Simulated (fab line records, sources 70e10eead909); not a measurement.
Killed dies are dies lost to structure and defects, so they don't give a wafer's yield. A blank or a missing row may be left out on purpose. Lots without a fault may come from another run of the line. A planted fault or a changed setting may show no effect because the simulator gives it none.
Chamber matching | flow nand_harc | NHARC_A_SLIT_DESCUM_14 on rie_diel-04: 4 sister chambers
The step chemistry O2, time 3 s. 24 wafers are shown with their chamber, then 12 later ones without.

WAFERS WITH THEIR CHAMBER
wafer  | chamber | oes_product_au (a.u.) | rf_vpp_V (V) | throttle_valve_pct (%)
L077.1 | 0       | 1.017                 | 58.5         | 11.320
L077.5 | 0       | 1.007                 | 58.9         | 11.298
L077.6 | 3       | 1.000                 | 58.0         | 11.311
L079.2 | 0       | 1.007                 | 57.5         | 11.317
L079.4 | 3       | 0.993                 | 58.5         | 11.308
L079.6 | 3       | 1.007                 | 59.2         | 11.298
L085.3 | 1       | 0.992                 | 58.0         | 11.311
L085.4 | 2       | 0.976                 | 58.7         | 11.307
L085.6 | 1       | 0.994                 | 58.4         | 11.317
L086.1 | 3       | 1.002                 | 59.0         | 11.316
L086.2 | 1       | 1.000                 | 58.5         | 11.304
L086.6 | 1       | 0.987                 | 57.4         | 11.315
L088.2 | 2       | 0.988                 | 58.2         | 11.302
L088.4 | 0       | 0.995                 | 59.6         | 11.296
L088.5 | 1       | 0.995                 | 58.0         | 11.300
L088.1 | 1       | 0.997                 | 58.3         | 11.317
L088.3 | 3       | 1.011                 | 57.9         | 11.319
L088.6 | 0       | 1.002                 | 59.0         | 11.308
L091.2 | 3       | 1.012                 | 58.6         | 11.303
L091.4 | 2       | 0.986                 | 58.3         | 11.311
L091.6 | 3       | 1.012                 | 56.8         | 11.312
L093.1 | 3       | 1.006                 | 58.6         | 11.302
L093.2 | 0       | 0.991                 | 58.3         | 11.310
L093.4 | 1       | 0.988                 | 57.0         | 11.309

SIGNATURES (means of the wafers above)
reading            | chamber 0 | chamber 1 | chamber 2 | chamber 3 | scatter within a chamber
oes_product_au     | 1.00317   | 0.99329   | 0.98333   | 1.00537   | 0.00695
rf_vpp_V           | 58.633    | 57.943    | 58.400    | 58.325    | 0.654
throttle_valve_pct | 11.30817  | 11.31043  | 11.30667  | 11.30862  | 0.00755
Rule: a wafer's distance from a chamber is the root of the sum, over the readings, of the square of ((its reading less the chamber's mean) divided by the reading's scatter). The wafer belongs to the nearest chamber; if the next one is less than 2 further off, it can't be placed. The scatter: the root of (the sum of the squares of (reading less its chamber's mean) over the shown wafers, divided by (wafers less chambers)).

WAFERS WITHOUT THEIR CHAMBER
wafer  | oes_product_au (a.u.) | rf_vpp_V (V) | throttle_valve_pct (%)
L093.3 | 0.997                 | 57.8         | 11.329
L093.5 | 1.004                 | 59.0         | 11.316
L093.6 | 0.988                 | 58.7         | 11.302
L095.3 | 0.991                 | 59.1         | 11.311
L095.5 | 0.983                 | 58.5         | 11.304
L095.6 | 0.991                 | 57.8         | 11.320
L095.1 | 0.985                 | 58.3         | 11.306
L095.2 | 1.002                 | 58.9         | 11.314
L095.4 | 0.993                 | 57.9         | 11.304
L096.4 | 0.987                 | 57.7         | 11.309
L096.5 | 0.995                 | 57.3         | 11.316
L096.6 | 0.987                 | 57.3         | 11.313

WHICH CHAMBER EACH WENT THROUGH
wafer  | from the rows above               | in truth
L093.3 | can't be placed: 1 or 3 or 0 or 2 | 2
L093.5 | can't be placed: 0 or 3 or 1      | 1
L093.6 | can't be placed: 2 or 1 or 0 or 3 | 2
L095.3 | can't be placed: 2 or 1 or 0 or 3 | 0
L095.5 | can't be placed: 2 or 1           | 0
L095.6 | can't be placed: 1 or 2 or 0 or 3 | 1
L095.1 | can't be placed: 2 or 1           | 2
L095.2 | can't be placed: 0 or 3 or 1      | 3
L095.4 | can't be placed: 1 or 2 or 0 or 3 | 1
L096.4 | can't be placed: 1 or 2 or 0 or 3 | 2
L096.5 | can't be placed: 1 or 3 or 0 or 2 | 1
L096.6 | can't be placed: 1 or 2 or 3 or 0 | 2
Placed correctly: 0 of 12. Can't be placed from these rows: 12 (the true chamber is among the candidates in 11). Placed wrongly: 0.
